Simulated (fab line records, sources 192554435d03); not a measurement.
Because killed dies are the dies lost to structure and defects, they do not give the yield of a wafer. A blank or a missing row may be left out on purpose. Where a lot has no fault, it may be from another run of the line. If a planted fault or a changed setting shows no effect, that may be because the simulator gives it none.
Which tool is to blame? ; flow n5_finfet ; 11 lots, 33 wafers sampled, at 5 steps of a route of 1938

== WHAT THE GAUGES READ, wafer by wafer ==
N5_BEOL_M6_INSPECT_13: inspects for defects (brightfield). Usual: raw_defect_count at 406, with a standard deviation of 100.
lot;measured;on;raw_defect_count;flag
L362;day 8 20:31;defect_inspect-01;336 521 464;
L363;day 9 11:23;defect_inspect-01;576 253 351;
L365;day 9 20:25;defect_inspect-01;283 428 404;
L367;day 10 00:21;defect_inspect-01;417 443 488;
L368;day 10 15:00;defect_inspect-02;283 338 341;
L372;day 11 13:22;defect_inspect-02;381 396 401;
L374;day 11 21:21;defect_inspect-02;247 272 276;
L373;day 11 21:33;defect_inspect-02;447 444 261;
L376;day 13 01:17;defect_inspect-01;421 569 295;
L380;day 13 06:02;defect_inspect-01;469 484 313;
L384;day 14 16:15;defect_inspect-02;408 453 446;

N5_BEOL_M6_CD_MEAS_18: pitch 80 nm, target cd 40 nm. Usual: cd_nm at 39.9 nm, with a standard deviation of 0.5.
lot;measured;on;cd_nm (nm);flag
L362;day 8 21:24;cd_sem-03;39.7 39.4 40.2;
L363;day 9 11:53;cd_sem-03;39.6 39.8 40.2;
L365;day 9 20:55;cd_sem-01;40.0 39.5 39.5;
L367;day 10 00:50;cd_sem-03;39.6 40.7 39.7;
L368;day 10 15:47;cd_sem-03;40.0 40.1 38.9;
L372;day 11 13:55;cd_sem-03;40.1 39.9 39.8;
L374;day 11 21:53;cd_sem-02;40.4 40.3 40.0;
L373;day 11 22:19;cd_sem-01;39.6 40.2 39.5;
L376;day 13 01:47;cd_sem-03;39.8 40.1 40.3;
L380;day 13 06:56;cd_sem-03;40.7 40.8 40.7;
L384;day 14 16:59;cd_sem-03;39.9 40.0 39.4;

== TOOL THAT RAN EACH LOT (tool first, then ch and the chambers of the sampled wafers, then the start) ==
lot;N5_BEOL_M5_CO_CAP_78;N5_BEOL_M6_HM_DEP_02;N5_BEOL_M6_HM_OPEN_17
L362;cvd_co-01 ch 1,2, day 8 17:59;pvd_sputter-01, day 8 19:58;rie_metal-01 ch 0,1, day 8 21:02
L363;cvd_co-01 ch 0,1,2, day 9 08:33;pvd_sputter-02, day 9 10:50;rie_metal-03 ch 0,1, day 9 11:42
L365;cvd_co-02 ch 0,1, day 9 18:55;pvd_sputter-03, day 9 19:59;rie_metal-03 ch 0,1, day 9 20:44
L367;cvd_co-02 ch 0,1,2, day 9 20:55;pvd_sputter-03, day 9 23:55;rie_metal-03 ch 0,1, day 10 00:41
L368;cvd_co-01 ch 0,1,2, day 10 12:25;pvd_sputter-02, day 10 14:25;rie_metal-03 ch 0,1, day 10 15:36
L372;cvd_co-02 ch 0,2, day 11 10:44;pvd_sputter-01, day 11 12:56;rie_metal-02 ch 1, day 11 13:41
L374;cvd_co-02 ch 0,2, day 11 18:38;pvd_sputter-03, day 11 20:48;rie_metal-01 ch 0,1, day 11 21:40
L373;cvd_co-02 ch 1,2, day 11 18:45;pvd_sputter-03, day 11 20:54;rie_metal-02 ch 0,1, day 11 22:08
L376;cvd_co-01 ch 0,2, day 12 23:10;pvd_sputter-03, day 13 00:44;rie_metal-03 ch 0,1, day 13 01:37
L380;cvd_co-02 ch 0,1, day 13 04:28;pvd_sputter-02, day 13 05:37;rie_metal-03 ch 0,1, day 13 06:41
L384;cvd_co-01 ch 0,2, day 14 12:34;pvd_sputter-01, day 14 15:42;rie_metal-01 ch 0,1, day 14 16:35
- N5_BEOL_M5_CO_CAP_78: material Co, precursor CCTBA/H2, target thk 2 nm, time 102.1 s.
- N5_BEOL_M6_HM_DEP_02: deposits TiN, target thk 20 nm.
- N5_BEOL_M6_HM_OPEN_17: chemistry Cl2/BCl3, target TiN, target depth 20 nm, overetch 6 nm.

== AS READ BY THE TOOLS THEMSELVES (means over the sampled wafers that have a number; for cases with no such wafer, the mark the record gives instead) ==
N5_BEOL_M5_CO_CAP_78. Usual: heater_power_outer_w 130 W, standard deviation 12; heater_power_w 248 W, standard deviation 19.
lot;tool;heater_power_outer_w (W);heater_power_w (W);flag
L362;cvd_co-01;128;233;
L363;cvd_co-01;123;233;
L365;cvd_co-02;135;266;
L367;cvd_co-02;140;261;
L368;cvd_co-01;124;236;
L372;cvd_co-02;140;256;
L374;cvd_co-02;142;255;
L373;cvd_co-02;143;271;
L376;cvd_co-01;121;238;
L380;cvd_co-02;130;258;
L384;cvd_co-01;118;236;

N5_BEOL_M6_HM_DEP_02. Usual: throttle_valve_pct at 30.3 %, with a standard deviation of 0.9.
lot;tool;throttle_valve_pct (%);flag
L362;pvd_sputter-01;30.0;
L363;pvd_sputter-02;30.2;
L365;pvd_sputter-03;30.6;
L367;pvd_sputter-03;30.5;
L368;pvd_sputter-02;30.1;
L372;pvd_sputter-01;29.7;
L374;pvd_sputter-03;31.0;
L373;pvd_sputter-03;30.9;
L376;pvd_sputter-03;30.6;
L380;pvd_sputter-02;30.6;
L384;pvd_sputter-01;29.5;

N5_BEOL_M6_HM_OPEN_17. Usual: drypump_motor_current_A 5.6 A, standard deviation 0.45; oes_product_au 0.67 a.u., standard deviation 0.05; throttle_valve_pct 22.02 %, standard deviation 0.15.
lot;tool;drypump_motor_current_A (A);oes_product_au (a.u.);throttle_valve_pct (%);flag
L362;rie_metal-01;6.1;0.70;21.98;
L363;rie_metal-03;5.3;0.66;22.01;
L365;rie_metal-03;5.6;0.65;22.08;
L367;rie_metal-03;5.3;0.65;22.01;
L368;rie_metal-03;5.6;0.65;22.08;
L372;rie_metal-02;5.8;0.77;21.68;
L374;rie_metal-01;5.9;0.70;22.02;
L373;rie_metal-02;5.5;0.72;22.01;
L376;rie_metal-03;5.3;0.60;22.09;
L380;rie_metal-03;5.3;0.64;22.03;
L384;rie_metal-01;6.1;0.67;22.00;

== THE ANSWER, worked out from the rows above alone ==
Rule: a lot is off if the mean of its wafers that have a number lies more than 3 standard deviations from the usual mean. A lot without any number at a reading at which 4 lots or more have one is off too. The other lots that the step has rows for count as sound. The gauges are gone through in route order, then the tools' own readings, and for those a lot's mean is taken as printed above. The first step at which some lot is off is used, and at that step the reading that is off furthest; a lot without a number counts as furthest.
None of the lots is off at any reading shown; this tells nothing.

== WHAT WAS PUT IN BY THE SIMULATOR ==
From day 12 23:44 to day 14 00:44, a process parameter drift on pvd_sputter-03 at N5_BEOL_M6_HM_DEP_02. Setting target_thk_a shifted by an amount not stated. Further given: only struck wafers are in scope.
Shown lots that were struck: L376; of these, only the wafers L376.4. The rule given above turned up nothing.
